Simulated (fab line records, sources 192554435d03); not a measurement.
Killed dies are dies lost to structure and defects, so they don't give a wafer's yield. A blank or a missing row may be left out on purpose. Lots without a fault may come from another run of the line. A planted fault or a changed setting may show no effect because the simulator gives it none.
fab line records | flow n5_finfet
record lots=5 wafers=15 last_day=14
route steps=1938 shown BEOL_M1@803
lots that met no fault: from a run of the same line without faults
start_h: hours from the record's first day to the start of the lot's first wafer shown | wait_h: hours since the lot's step before | " the same as in the row above | L1.1+2: a row that stands for several wafers | - no value, or no start given | * or withheld: withheld | < > ~ a bound
route shown NAME@n: a module of which the file shows steps, and the number in the route of the first | usual: mean/standard deviation of fault-free wafers | same: alike in all rows | chamber/n: place in a boat | sites: the reading at each site | _std_site: their standard deviation | _edge_site: outer sites' mean less inner sites' | radius_mm: how far each site lies from the wafer's centre | mask NAME#n: copy n | behind: the tool/chamber that last shaped the wafer | hold: why the lot was held/for how many hours/how that ended | device: the transistor (n, p or np) that didn't switch | end of line: the same wafers' tests at the end of the route | a step without rows: its recipe alone | killed: dies lost to structure and defects at the first sort, not the wafer's yield | map: a wafer's dies, x killed, . not, _ none there
set.NAME: the setting as run; set.NAME@STEP: as run at that earlier step | model.NAME: the simulator's own value behind a step, which no gauge read
lots at some steps of the route; a table a step, a row a wafer
services: from which hour (start_h, from the record's first day; less than 0 if before it) a tool's chamber was out of use, for how many hours, and why
## steps
# step N5_BEOL_M1_OCD_MEAS_38
# usual trench_depth_nm=55.1/0.81
# columns lot.wafer tool chamber start_h wait_h trench_depth_nm
L074.1 ocd-01 - 128.42 - 55.7
L074.5 " - " " 55.5
L074.6 " - " " 55.6
L076.1 ocd-01 - 141.63 - 55.2
L076.3 " - " " 55.0
L076.6 " - " " 54.8
L080.1 ocd-02 - 162.85 - 54.9
L080.3 " - " " 54.4
L080.4 " - " " 55.7
L081.4 ocd-01 - 167.78 - 54.2
L081.5 " - " " 55.3
L081.6 " - " " 54.8
L083.1 ocd-01 - 189.11 - 54.3
L083.3 " - " " 56.7
L083.4 " - " " 55.2
# step N5_BEOL_M1_HM_STRIP_39
# recipe chemistry=peroxide_tin_strip material=TiN target_depth_a=250 temp_c=50 time_s=158
# columns lot.wafer tool chamber start_h wait_h
L074.1+5+6 wet_bench-05 7,5,0 128.45 0.0
L076.1+3+6 wet_bench-03 0,5,7 141.66 0.0
L080.1+3+4 wet_bench-03 0,2,1 162.88 0.0
L081.4+5+6 wet_bench-03 2,7,3 167.81 0.0
L083.1+3+4 wet_bench-02 3,1,5 189.15 0.0
# step N5_BEOL_M1_SRD_40
# recipe time_s=30 temp_c=23 rinse_liquid=diw dry=ipa_marangoni
# columns lot.wafer tool chamber start_h wait_h
L074.1+5+6 wet_bench-05 7,5,0 128.50 0.0
L076.1+3+6 wet_bench-03 0,5,7 141.71 0.0
L080.1+3+4 wet_bench-03 0,2,1 162.94 0.0
L081.4+5+6 wet_bench-03 2,7,3 167.86 0.0
L083.1+3+4 wet_bench-02 3,1,5 189.19 0.0
# step N5_BEOL_M1_PRECLEAN_42
# recipe chemistry=residue_remover time_s=60 temp_c=40
# columns lot.wafer tool chamber start_h wait_h
L074.1+5+6 wet_bench-05 7,5,0 128.51 0.0
L076.1+3+6 wet_bench-03 0,5,7 141.73 0.0
L080.1+3+4 wet_bench-03 0,2,1 162.95 0.0
L081.4+5+6 wet_bench-03 2,7,3 167.87 0.0
L083.1+3+4 wet_bench-02 3,1,5 189.21 0.0
# step N5_BEOL_M1_SRD_43
# recipe time_s=30 temp_c=23 rinse_liquid=diw dry=ipa_marangoni
# columns lot.wafer tool chamber start_h wait_h
L074.1+5+6 wet_bench-05 7,5,0 128.53 0.0
L076.1+3+6 wet_bench-03 0,5,7 141.75 0.0
L080.1+3+4 wet_bench-03 0,2,1 162.97 0.0
L081.4+5+6 wet_bench-03 2,7,3 167.89 0.0
L083.1+3+4 wet_bench-02 3,1,5 189.23 0.0
# step N5_BEOL_M1_CD_MEAS_35
# recipe target_cd_nm=18 target_cd_y_nm=21 polarity=opening
# usual cd_nm=18.11/0.3
# columns lot.wafer tool chamber start_h wait_h cd_nm
L074.1 cd_sem-01 - 128.57 0.0 18.20
L074.5 " - " " 18.32
L074.6 " - " " 18.29
L076.1 cd_sem-02 - 141.79 0.0 18.68
L076.3 " - " " 18.31
L076.6 " - " " 18.26
L080.1 cd_sem-02 - 163.01 0.0 18.26
L080.3 " - " " 17.80
L080.4 " - " " 17.49
L081.4 cd_sem-03 - 167.93 0.0 18.11
L081.5 " - " " 18.37
L081.6 " - " " 18.47
L083.1 cd_sem-01 - 189.27 0.0 17.59
L083.3 " - " " 18.27
L083.4 " - " " 17.69
# step N5_BEOL_M1_DEGAS_44
# recipe ambient=vacuum temp_c=250 time_s=60
# usual heater_power_w=301/38
# columns lot.wafer tool chamber start_h wait_h heater_power_w
L074.1 pvd_sputter-01 - 129.93 1.4 316
L074.5 " - " " 249
L074.6 " - " " 317
L076.1 pvd_sputter-01 - 142.43 0.6 255
L076.3 " - " " 261
L076.6 " - " " 255
L080.1 pvd_sputter-03 - 163.39 0.4 282
L080.3 " - " " 263
L080.4 " - " " 298
L081.4 pvd_sputter-01 - 168.16 0.2 318
L081.5 " - " " 262
L081.6 " - " " 371
L083.1 pvd_sputter-02 - 189.60 0.3 336
L083.3 " - " " 316
L083.4 " - " " 302
# step N5_BEOL_M1_PRE_CLEAN_45
# recipe gas=H2/He time_s=30 temp_c=250
# usual heater_power_w=301/38
# columns lot.wafer tool chamber start_h wait_h heater_power_w
L074.1 pvd_sputter-01 - 129.97 0.0 318
L074.5 " - " " 252
L074.6 " - " " 308
L076.1 pvd_sputter-01 - 142.47 0.0 242
L076.3 " - " " 259
L076.6 " - " " 265
L080.1 pvd_sputter-03 - 163.43 0.0 274
L080.3 " - " " 264
L080.4 " - " " 299
L081.4 pvd_sputter-01 - 168.20 0.0 316
L081.5 " - " " 260
L081.6 " - " " 362
L083.1 pvd_sputter-02 - 189.64 0.0 328
L083.3 " - " " 316
L083.4 " - " " 303
# step N5_BEOL_M1_ALD_84
# recipe material=TaN target_thk_a=* temp_c=275 ald_precursor_family=PDMAT ald_co_reactant=NH3 pressure_torr=3 carrier_flow_sccm=1500 pulse_time_s=2 purge_time_s=3 co_reactant_purge_time_s=2 co_reactant_pulse_time_s=3 ald_cycles=30 precursor_vessel_temp_c=75 precursor_vessel_pressure_torr=26.25 precursor_vessel_carrier_sccm=1000
# usual chamber_pressure_Torr=3.000/0.0066 heater_power_w=436/27
# same co_reactant_pulse_time_s=3 co_reactant_purge_time_s=2
# columns lot.wafer tool chamber start_h wait_h chamber_pressure_Torr heater_power_w
L074.1 ald_metal-04 3 130.05 0.1 3.008 418
L074.5 " 1 " " 3.001 468
L074.6 " 2 " " 3.004 437
L076.1 ald_metal-02 2 142.53 0.0 2.999 433
L076.3 " 0 " " 3.005 397
L076.6 " 3 " " 2.995 474
L080.1 ald_metal-04 0 163.49 0.0 3.004 467
L080.3 " 3 " " 2.993 424
L080.4 " 2 " " 2.995 449
L081.4 ald_metal-04 0 168.26 0.0 2.996 457
L081.5 " 0 " " 3.009 459
L081.6 " 1 " " 2.992 464
L083.1 ald_metal-02 3 189.70 0.0 3.001 465
L083.3 " 0 " " 3.011 406
L083.4 " 2 " " 2.998 430
# step N5_BEOL_M1_SURFACE_TREAT_85
# recipe gas=Ar time_s=* ion_energy_ev=* ion_current_ma_cm2=0.5 pressure_mtorr=* ar_flow_sccm=30
# usual throttle_valve_pct=*
# columns lot.wafer tool chamber start_h wait_h throttle_valve_pct
L074.1 pvd_sputter-01 - 130.37 0.2 *
L074.5 " - " " *
L074.6 " - " " *
L076.1 pvd_sputter-03 - 142.76 0.1 *
L076.3 " - " " *
L076.6 " - " " *
L080.1 pvd_sputter-02 - 163.75 0.2 *
L080.3 " - " " *
L080.4 " - " " *
L081.4 pvd_sputter-01 - 168.60 0.2 *
L081.5 " - " " *
L081.6 " - " " *
L083.1 pvd_sputter-01 - 190.01 0.2 *
L083.3 " - " " *
L083.4 " - " " *
# step N5_BEOL_M1_CVD_47
# recipe material=Co target_thk_a=30 temp_c=withheld precursor=CCTBA/H2 pressure_torr=30 time_s=223.8
# usual chamber_pressure_Torr=30.01/0.075
# columns lot.wafer tool chamber start_h wait_h chamber_pressure_Torr
L074.1 cvd_co-01 0 130.43 0.0 30.09
L074.5 " 1 " " 29.75
L074.6 " 0 " " 30.00
L076.1 cvd_co-02 2 142.84 0.1 30.11
L076.3 " 1 " " 29.90
L076.6 " 1 " " 29.91
L080.1 cvd_co-01 2 163.82 0.0 30.05
L080.3 " 1 " " 29.87
L080.4 " 2 " " 30.11
L081.4 cvd_co-02 1 168.93 0.3 30.11
L081.5 " 0 " " 29.97
L081.6 " 2 " " 29.97
L083.1 cvd_co-02 0 190.07 0.0 30.11
L083.3 " 2 " " 30.01
L083.4 " 2 " " 29.99
# step N5_BEOL_M1_SPUTTER_48
# recipe material=Cu target_thk_a=45 temp_c=-20 chamber_pressure_pa=0.07 power_w=withheld time_s=8.29
# usual chuck_gas_flow_sccm=1.26/0.054 chuck_sensor_temp_C=-16.0/0.41 throttle_valve_pct=30.2/1.1
# columns lot.wafer tool chamber start_h wait_h chuck_gas_flow_sccm chuck_sensor_temp_C throttle_valve_pct
L074.1 pvd_sputter-02 - 130.60 0.1 1.31 -15.4 30.5
L074.5 " - " " 1.26 -15.6 30.4
L074.6 " - " " 1.22 -15.9 30.6
L076.1 pvd_sputter-03 - 143.01 0.1 1.28 -16.2 30.1
L076.3 " - " " 1.30 -16.3 32.5
L076.6 " - " " 1.31 -16.2 30.1
L080.1 pvd_sputter-01 - 164.02 0.1 1.29 -15.3 29.3
L080.3 " - " " 1.28 -16.1 30.3
L080.4 " - " " 1.21 -16.4 30.2
L081.4 pvd_sputter-01 - 169.12 0.1 1.27 -16.2 30.4
L081.5 " - " " 1.25 -15.3 29.3
L081.6 " - " " 1.23 -16.1 30.4
L083.1 pvd_sputter-03 - 190.23 0.1 1.22 -16.2 32.6
L083.3 " - " " 1.25 -16.2 30.0
L083.4 " - " " 1.23 -15.3 29.0
# step N5_BEOL_M1_ANNEAL_49
# recipe temp_c=400 time_s=240 ambient=vacuum
# usual heater_power_w=752/95
# columns lot.wafer tool chamber start_h wait_h heater_power_w
L074.1 pvd_sputter-02 - 130.68 0.0 833
L074.5 " - " " 857
L074.6 " - " " 756
L076.1 pvd_sputter-03 - 143.09 0.0 746
L076.3 " - " " 651
L076.6 " - " " 739
L080.1 pvd_sputter-01 - 164.10 0.0 651
L080.3 " - " " 916
L080.4 " - " " 630
L081.4 pvd_sputter-01 - 169.20 0.0 909
L081.5 " - " " 662
L081.6 " - " " 933
L083.1 pvd_sputter-03 - 190.31 0.0 668
L083.3 " - " " 714
L083.4 " - " " 724
# step N5_BEOL_M1_SPUTTER_79
# recipe material=Cu target_thk_a=45 temp_c=-20 chamber_pressure_pa=0.07 power_w=withheld time_s=8.29
# usual chuck_gas_flow_sccm=1.27/0.051 chuck_sensor_temp_C=-16.0/0.4 throttle_valve_pct=30.2/1.1
# columns lot.wafer tool chamber start_h wait_h chuck_gas_flow_sccm chuck_sensor_temp_C throttle_valve_pct
L074.1 pvd_sputter-02 - 130.82 0.1 1.29 -15.2 30.6
L074.5 " - " " 1.21 -15.9 30.5
L074.6 " - " " 1.26 -16.0 30.6
L076.1 pvd_sputter-03 - 143.23 0.1 1.30 -16.1 30.3
L076.3 " - " " 1.13 -16.3 32.9
L076.6 " - " " 1.32 -16.2 30.3
L080.1 pvd_sputter-01 - 164.24 0.1 1.25 -15.5 29.3
L080.3 " - " " 1.30 -16.3 30.1
L080.4 " - " " 1.24 -16.4 30.1
L081.4 pvd_sputter-01 - 169.34 0.1 1.20 -16.2 30.4
L081.5 " - " " 1.27 -15.4 29.2
L081.6 " - " " 1.30 -16.3 30.3
L083.1 pvd_sputter-03 - 190.45 0.1 1.30 -16.2 32.7
L083.3 " - " " 1.28 -16.2 30.1
L083.4 " - " " 1.26 -15.6 28.9
# step N5_BEOL_M1_ANNEAL_80
# recipe temp_c=400 time_s=240 ambient=vacuum
# usual heater_power_w=754/98
# columns lot.wafer tool chamber start_h wait_h heater_power_w
L074.1 pvd_sputter-02 - 130.90 0.0 811
L074.5 " - " " 835
L074.6 " - " " 760
L076.1 pvd_sputter-03 - 143.31 0.0 732
L076.3 " - " " 664
L076.6 " - " " 726
L080.1 pvd_sputter-01 - 164.32 0.0 658
L080.3 " - " " 940
L080.4 " - " " 631
L081.4 pvd_sputter-01 - 169.42 0.0 930
L081.5 " - " " 670
L081.6 " - " " 916
L083.1 pvd_sputter-03 - 190.53 0.0 666
L083.3 " - " " 733
L083.4 " - " " 699
# step N5_BEOL_M1_SPUTTER_81
# recipe material=Cu target_thk_a=45 temp_c=-20 chamber_pressure_pa=0.07 power_w=withheld time_s=8.29
# usual chuck_gas_flow_sccm=1.26/0.053 chuck_sensor_temp_C=-16.0/0.39 throttle_valve_pct=30.2/1.1
# columns lot.wafer tool chamber start_h wait_h chuck_gas_flow_sccm chuck_sensor_temp_C throttle_valve_pct
L074.1 pvd_sputter-02 - 131.04 0.1 1.20 -15.4 30.5
L074.5 " - " " 1.27 -16.0 30.3
L074.6 " - " " 1.13 -16.2 30.7
L076.1 pvd_sputter-03 - 143.45 0.1 1.36 -16.1 30.2
L076.3 " - " " 1.20 -16.4 32.8
L076.6 " - " " 1.25 -16.1 30.2
L080.1 pvd_sputter-01 - 164.46 0.1 1.29 -15.2 29.3
L080.3 " - " " 1.24 -16.1 30.1
L080.4 " - " " 1.24 -16.4 30.0
L081.4 pvd_sputter-01 - 169.56 0.1 1.29 -16.3 30.4
L081.5 " - " " 1.29 -15.3 29.2
L081.6 " - " " 1.28 -16.3 29.9
L083.1 pvd_sputter-03 - 190.67 0.1 1.22 -16.3 32.9
L083.3 " - " " 1.25 -16.2 30.2
L083.4 " - " " 1.28 -15.5 28.9
# step N5_BEOL_M1_ANNEAL_82
# recipe temp_c=400 time_s=240 ambient=vacuum
# usual heater_power_w=755/96
# columns lot.wafer tool chamber start_h wait_h heater_power_w
L074.1 pvd_sputter-02 - 131.12 0.0 834
L074.5 " - " " 839
L074.6 " - " " 761
L076.1 pvd_sputter-03 - 143.53 0.0 724
L076.3 " - " " 665
L076.6 " - " " 736
L080.1 pvd_sputter-01 - 164.54 0.0 653
L080.3 " - " " 938
L080.4 " - " " 628
L081.4 pvd_sputter-01 - 169.64 0.0 908
L081.5 " - " " 645
L081.6 " - " " 917
L083.1 pvd_sputter-03 - 190.75 0.0 650
L083.3 " - " " 743
L083.4 " - " " 722
# step N5_BEOL_M1_SPUTTER_86
# recipe material=Cu target_thk_a=45 temp_c=-20 chamber_pressure_pa=0.07 power_w=withheld time_s=8.29
# usual chuck_gas_flow_sccm=1.26/0.053 chuck_sensor_temp_C=-16.0/0.41 throttle_valve_pct=30.2/1.1
# columns lot.wafer tool chamber start_h wait_h chuck_gas_flow_sccm chuck_sensor_temp_C throttle_valve_pct
L074.1 pvd_sputter-02 - 131.26 0.1 1.17 -15.4 30.7
L074.5 " - " " 1.24 -15.7 30.6
L074.6 " - " " 1.17 -15.9 30.4
L076.1 pvd_sputter-03 - 143.67 0.1 1.23 -16.2 30.1
L076.3 " - " " 1.29 -16.3 32.8
L076.6 " - " " 1.21 -16.1 30.0
L080.1 pvd_sputter-01 - 164.68 0.1 1.25 -15.4 29.2
L080.3 " - " " 1.28 -16.1 30.3
L080.4 " - " " 1.29 -16.7 30.3
L081.4 pvd_sputter-01 - 169.78 0.1 1.18 -16.3 30.1
L081.5 " - " " 1.25 -15.5 29.4
L081.6 " - " " 1.25 -16.3 30.2
L083.1 pvd_sputter-03 - 190.89 0.1 1.30 -16.4 32.9
L083.3 " - " " 1.25 -16.2 29.9
L083.4 " - " " 1.37 -15.4 29.0
# step N5_BEOL_M1_ANNEAL_87
# recipe temp_c=400 time_s=240 ambient=vacuum
# usual heater_power_w=752/96
# columns lot.wafer tool chamber start_h wait_h heater_power_w
L074.1 pvd_sputter-02 - 131.34 0.0 836
L074.5 " - " " 816
L074.6 " - " " 720
L076.1 pvd_sputter-03 - 143.75 0.0 746
L076.3 " - " " 641
L076.6 " - " " 736
L080.1 pvd_sputter-01 - 164.76 0.0 650
L080.3 " - " " 929
L080.4 " - " " 607
L081.4 pvd_sputter-01 - 169.86 0.0 911
L081.5 " - " " 649
L081.6 " - " " 928
L083.1 pvd_sputter-03 - 190.97 0.0 662
L083.3 " - " " 754
L083.4 " - " " 735
# step N5_BEOL_M1_SPUTTER_88
# recipe material=Cu target_thk_a=45 temp_c=-20 chamber_pressure_pa=0.07 power_w=withheld time_s=8.29
# usual chuck_gas_flow_sccm=1.26/0.055 chuck_sensor_temp_C=-16.0/0.41 throttle_valve_pct=30.2/1.1
# columns lot.wafer tool chamber start_h wait_h chuck_gas_flow_sccm chuck_sensor_temp_C throttle_valve_pct
L074.1 pvd_sputter-02 - 131.48 0.1 1.24 -15.2 30.4
L074.5 " - " " 1.29 -15.7 30.4
L074.6 " - " " 1.24 -15.9 30.9
L076.1 pvd_sputter-03 - 143.89 0.1 1.34 -16.2 30.1
L076.3 " - " " 1.29 -16.5 32.9
L076.6 " - " " 1.34 -16.0 30.2
L080.1 pvd_sputter-01 - 164.90 0.1 1.40 -15.2 29.5
L080.3 " - " " 1.24 -16.2 30.3
L080.4 " - " " 1.21 -16.8 30.3
L081.4 pvd_sputter-01 - 170.00 0.1 1.27 -16.3 30.4
L081.5 " - " " 1.28 -15.4 29.2
L081.6 " - " " 1.28 -16.3 30.5
L083.1 pvd_sputter-03 - 191.11 0.1 1.21 -16.4 32.6
L083.3 " - " " 1.22 -16.1 30.3
L083.4 " - " " 1.19 -15.5 29.0
# step N5_BEOL_M1_ANNEAL_89
# recipe temp_c=400 time_s=240 ambient=vacuum
# usual heater_power_w=755/97
# columns lot.wafer tool chamber start_h wait_h heater_power_w
L074.1 pvd_sputter-02 - 131.56 0.0 824
L074.5 " - " " 841
L074.6 " - " " 739
L076.1 pvd_sputter-03 - 143.97 0.0 736
L076.3 " - " " 654
L076.6 " - " " 752
L080.1 pvd_sputter-01 - 164.98 0.0 652
L080.3 " - " " 923
L080.4 " - " " 643
L081.4 pvd_sputter-01 - 170.08 0.0 922
L081.5 " - " " 646
L081.6 " - " " 938
L083.1 pvd_sputter-03 - 191.19 0.0 663
L083.3 " - " " 750
L083.4 " - " " 719
# step N5_BEOL_M1_SPUTTER_90
# recipe material=Cu target_thk_a=45 temp_c=-20 chamber_pressure_pa=0.07 power_w=withheld time_s=8.29
# usual chuck_gas_flow_sccm=1.26/0.05 chuck_sensor_temp_C=-16.0/0.41 throttle_valve_pct=30.2/1.1
# columns lot.wafer tool chamber start_h wait_h chuck_gas_flow_sccm chuck_sensor_temp_C throttle_valve_pct
L074.1 pvd_sputter-02 - 131.70 0.1 1.26 -15.3 30.7
L074.5 " - " " 1.26 -15.9 30.6
L074.6 " - " " 1.27 -15.9 30.5
L076.1 pvd_sputter-03 - 144.11 0.1 1.29 -16.1 30.3
L076.3 " - " " 1.35 -16.3 32.7
L076.6 " - " " 1.31 -16.3 30.0
L080.1 pvd_sputter-01 - 165.12 0.1 1.26 -15.5 29.1
L080.3 " - " " 1.30 -16.2 30.3
L080.4 " - " " 1.19 -16.4 30.1
L081.4 pvd_sputter-01 - 170.22 0.1 1.31 -16.2 30.0
L081.5 " - " " 1.26 -15.4 29.1
L081.6 " - " " 1.29 -16.4 30.2
L083.1 pvd_sputter-03 - 191.33 0.1 1.24 -16.3 32.8
L083.3 " - " " 1.22 -16.0 30.0
L083.4 " - " " 1.26 -15.5 29.0
# step N5_BEOL_M1_ANNEAL_91
# recipe temp_c=400 time_s=240 ambient=vacuum
# usual heater_power_w=753/96
# columns lot.wafer tool chamber start_h wait_h heater_power_w
L074.1 pvd_sputter-02 - 131.78 0.0 815
L074.5 " - " " 840
L074.6 " - " " 736
L076.1 pvd_sputter-03 - 144.19 0.0 730
L076.3 " - " " 660
L076.6 " - " " 724
L080.1 pvd_sputter-01 - 165.20 0.0 631
L080.3 " - " " 918
L080.4 " - " " 626
L081.4 pvd_sputter-01 - 170.30 0.0 920
L081.5 " - " " 675
L081.6 " - " " 941
L083.1 pvd_sputter-03 - 191.41 0.0 669
L083.3 " - " " 743
L083.4 " - " " 697
# step N5_BEOL_M1_SPUTTER_92
# recipe material=Cu target_thk_a=45 temp_c=-20 chamber_pressure_pa=0.07 power_w=withheld time_s=8.29
# usual chuck_gas_flow_sccm=1.26/0.047 chuck_sensor_temp_C=-16.0/0.41 throttle_valve_pct=30.2/1.1
# columns lot.wafer tool chamber start_h wait_h chuck_gas_flow_sccm chuck_sensor_temp_C throttle_valve_pct
L074.1 pvd_sputter-02 - 131.92 0.1 1.22 -15.2 30.3
L074.5 " - " " 1.22 -15.8 30.2
L074.6 " - " " 1.29 -15.9 30.4
L076.1 pvd_sputter-03 - 144.33 0.1 1.21 -16.2 30.0
L076.3 " - " " 1.24 -16.3 32.6
L076.6 " - " " 1.27 -16.1 29.8
L080.1 pvd_sputter-01 - 165.34 0.1 1.23 -15.5 29.2
L080.3 " - " " 1.37 -16.2 30.2
L080.4 " - " " 1.26 -16.5 30.0
L081.4 pvd_sputter-01 - 170.44 0.1 1.20 -16.1 30.3
L081.5 " - " " 1.34 -15.3 29.5
L081.6 " - " " 1.26 -16.0 30.2
L083.1 pvd_sputter-03 - 191.55 0.1 1.28 -16.5 33.0
L083.3 " - " " 1.23 -16.1 30.1
L083.4 " - " " 1.24 -15.5 29.1
# step N5_BEOL_M1_ANNEAL_93
# recipe temp_c=400 time_s=240 ambient=vacuum
# usual heater_power_w=753/96
# columns lot.wafer tool chamber start_h wait_h heater_power_w
L074.1 pvd_sputter-02 - 132.00 0.0 824
L074.5 " - " " 831
L074.6 " - " " 745
L076.1 pvd_sputter-03 - 144.41 0.0 737
L076.3 " - " " 660
L076.6 " - " " 744
L080.1 pvd_sputter-01 - 165.42 0.0 667
L080.3 " - " " 929
L080.4 " - " " 618
L081.4 pvd_sputter-01 - 170.52 0.0 901
L081.5 " - " " 647
L081.6 " - " " 914
L083.1 pvd_sputter-03 - 191.63 0.0 666
L083.3 " - " " 772
L083.4 " - " " 715
# step N5_BEOL_M1_SPUTTER_94
# recipe material=Cu target_thk_a=45 temp_c=-20 chamber_pressure_pa=0.07 power_w=withheld time_s=8.29
# usual chuck_gas_flow_sccm=1.26/0.053 chuck_sensor_temp_C=-16.0/0.41 throttle_valve_pct=30.2/1.1
# columns lot.wafer tool chamber start_h wait_h chuck_gas_flow_sccm chuck_sensor_temp_C throttle_valve_pct
L074.1 pvd_sputter-02 - 132.14 0.1 1.28 -15.2 30.8
L074.5 " - " " 1.22 -15.7 30.4
L074.6 " - " " 1.34 -16.0 30.6
L076.1 pvd_sputter-03 - 144.55 0.1 1.30 -16.3 30.3
L076.3 " - " " 1.29 -16.4 32.9
L076.6 " - " " 1.27 -16.3 29.9
L080.1 pvd_sputter-01 - 165.56 0.1 1.33 -15.4 29.3
L080.3 " - " " 1.36 -16.2 30.4
L080.4 " - " " 1.19 -16.4 30.1
L081.4 pvd_sputter-01 - 170.66 0.1 1.27 -16.1 30.2
L081.5 " - " " 1.33 -15.6 29.4
L081.6 " - " " 1.28 -16.1 30.6
L083.1 pvd_sputter-03 - 191.77 0.1 1.28 -16.2 32.8
L083.3 " - " " 1.29 -16.3 30.2
L083.4 " - " " 1.27 -15.4 29.0
# step N5_BEOL_M1_ANNEAL_95
# recipe temp_c=400 time_s=240 ambient=vacuum
# usual heater_power_w=753/98
# columns lot.wafer tool chamber start_h wait_h heater_power_w
L074.1 pvd_sputter-02 - 132.22 0.0 816
L074.5 " - " " 828
L074.6 " - " " 759
L076.1 pvd_sputter-03 - 144.63 0.0 757
L076.3 " - " " 659
L076.6 " - " " 740
L080.1 pvd_sputter-01 - 165.64 0.0 666
L080.3 " - " " 918
L080.4 " - " " 608
L081.4 pvd_sputter-01 - 170.74 0.0 931
L081.5 " - " " 664
L081.6 " - " " 899
L083.1 pvd_sputter-03 - 191.85 0.0 651
L083.3 " - " " 745
L083.4 " - " " 705
# step N5_BEOL_M1_SPUTTER_96
# recipe material=Cu target_thk_a=45 temp_c=-20 chamber_pressure_pa=0.07 power_w=withheld time_s=8.29
# usual chuck_gas_flow_sccm=1.25/0.052 chuck_sensor_temp_C=-16.0/0.41 throttle_valve_pct=30.2/1.1
# columns lot.wafer tool chamber start_h wait_h chuck_gas_flow_sccm chuck_sensor_temp_C throttle_valve_pct
L074.1 pvd_sputter-02 - 132.36 0.1 1.22 -15.2 30.4
L074.5 " - " " 1.32 -15.9 30.4
L074.6 " - " " 1.29 -15.7 30.5
L076.1 pvd_sputter-03 - 144.77 0.1 1.20 -15.9 30.4
L076.3 " - " " 1.18 -16.5 32.8
L076.6 " - " " 1.26 -16.3 30.1
L080.1 pvd_sputter-01 - 165.78 0.1 1.27 -15.5 29.5
L080.3 " - " " 1.30 -16.1 30.4
L080.4 " - " " 1.28 -16.5 30.4
L081.4 pvd_sputter-01 - 170.88 0.1 1.24 -16.2 30.1
L081.5 " - " " 1.33 -15.6 29.2
L081.6 " - " " 1.33 -16.0 30.0
L083.1 pvd_sputter-03 - 191.99 0.1 1.28 -16.4 32.8
L083.3 " - " " 1.26 -16.3 30.1
L083.4 " - " " 1.31 -15.3 29.0
# step N5_BEOL_M1_ECD_50
# recipe material=Cu target_thk_a=3000
# columns lot.wafer tool chamber start_h wait_h
L074.1+5+6 ecd_cu-01 1,1,0 132.48 0.1
L076.1+3+6 ecd_cu-01 1,0,1 144.88 0.1
L080.1+3+4 ecd_cu-02 0,0,1 165.90 0.1
L081.4+5+6 ecd_cu-02 1,0,1 171.03 0.1
L083.1+3+4 ecd_cu-01 1,0,1 192.11 0.1
# step N5_BEOL_M1_ANNEAL_51
# recipe temp_c=225 time_s=90 ambient=N2
# usual anneal_temp_c=225.01/0.16 wafer_temp_C_max=225.62/0.26
# columns lot.wafer tool chamber start_h wait_h anneal_temp_c wafer_temp_C_max
L074.1 rtp_anneal-02 0 132.56 0.1 225.17 225.47
L074.5 " 0 " " 225.15 225.91
L074.6 " 0 " " 225.11 225.82
L076.1 rtp_anneal-02 0 144.96 0.1 224.75 225.88
L076.3 " 0 " " 224.95 225.85
L076.6 " 0 " " 225.00 225.63
L080.1 rtp_anneal-02 0 165.98 0.1 225.10 225.66
L080.3 " 0 " " 224.89 225.67
L080.4 " 0 " " 225.03 225.88
L081.4 rtp_anneal-02 0 171.22 0.2 225.12 225.88
L081.5 " 0 " " 225.02 225.71
L081.6 " 0 " " 224.72 225.66
L083.1 rtp_anneal-02 0 192.19 0.1 224.96 225.64
L083.3 " 0 " " 225.11 225.62
L083.4 " 0 " " 225.07 226.08
# step N5_BEOL_M1_CMP_52
# recipe stop_on=SiOC t_overpolish_s=6.8 down_force_psi=1 platen_rpm=50 clearing_platen_down_force_psi=1.5 clearing_platen_rpm=50 post_cmp_clean=cu_alkaline target_thk_nm=40 clearing_platen_pad_velocity_m_s=0.99484 pad_velocity_m_s=0.99484
# usual barrier_field_endpoint_s=24.5/0.53 edge_zone_pressure_frac=0.999/0.0045 motor_current_A=6.3/0.61 overpolish_run_s=6.799/0.0088 slurry_flow_ml_min=150.1/0.49 time_to_endpoint_s=62.1/2.9
# columns lot.wafer tool chamber start_h wait_h barrier_field_endpoint_s edge_zone_pressure_frac motor_current_A overpolish_run_s slurry_flow_ml_min time_to_endpoint_s
L074.1 cmp-02 3 132.86 0.3 23.7 0.997 5.6 6.822 150.1 56.8
L074.5 " 3 " " 24.1 0.996 5.4 6.791 149.7 60.2
L074.6 " 0 " " 24.2 0.995 5.7 6.796 149.5 60.6
L076.3 cmp-04 3 145.27 0.2 24.7 0.988 5.6 6.794 150.0 63.7
L076.1 " 1 " " 24.3 1.000 6.7 6.797 150.1 59.1
L076.6 " 3 " " 24.7 0.997 5.7 6.805 149.6 60.2
L080.3 cmp-01 2 166.27 0.2 24.4 0.999 4.9 6.791 149.7 61.6
L080.1 " 0 " " 23.3 1.002 6.9 6.803 150.1 60.0
L080.4 " 1 " " 24.5 1.009 6.5 6.805 150.0 60.0
L081.4 cmp-04 1 171.51 0.2 24.8 0.999 6.0 6.811 150.8 60.4
L081.6 " 2 " " 24.5 1.001 6.8 6.789 150.1 60.7
L081.5 " 3 " " 24.4 0.998 5.8 6.796 151.0 61.6
L083.3 cmp-04 1 192.49 0.2 23.4 1.002 5.8 6.806 150.2 58.0
L083.4 " 3 " " 23.6 0.993 5.8 6.799 149.9 61.2
L083.1 " 0 " " 24.4 0.995 6.5 6.773 150.3 60.9
# step N5_BEOL_M1_THK_MEAS_53
# recipe thk_meas_gauge=xrf reads=Cu_of_BEOL_M1_ECD_50
# usual M1_THK=40.1/1.4
# columns lot.wafer tool chamber start_h wait_h M1_THK[nm]
L074.1 film_metro-01 - 133.15 - 38.5
L074.5 " - " " 41.1
L074.6 " - " " 41.8
L076.1 film_metro-02 - 145.57 - 37.2
L076.3 " - " " 38.6
L076.6 " - " " 40.5
L080.1 film_metro-02 - 166.57 - 40.1
L080.3 " - " " 42.6
L080.4 " - " " 40.3
L081.4 film_metro-02 - 171.70 - 41.7
L081.5 " - " " 41.6
L081.6 " - " " 39.7
L083.1 film_metro-01 - 192.78 - 40.0
L083.3 " - " " 40.1
L083.4 " - " " 40.1
## services
# columns tool chamber start_h hours kind
ecd_cu-02 - 105.52 11.2 repair
cvd_co-02 1 114.67 - clean
cvd_co-02 1 114.67 22.0 scheduled_down
cvd_co-02 1 114.67 22.0 vent_cycle
cmp-01 - 115.10 4.0 pm
cmp-02 - 117.19 3.8 repair
cmp-01 - 119.10 - consumable_replace:conditioner
cmp-01 - 119.10 - consumable_replace:pad
ecd_cu-02 - 125.77 1.7 repair
cmp-01 - 132.38 17.3 repair
ald_metal-04 - 156.55 0.9 repair
pvd_sputter-03 - 168.44 10.5 repair
ald_metal-04 3 172.03 16.8 repair
cmp-02 - 172.36 4.9 pm
wet_bench-03 - 185.08 5.5 repair
## key
fault none
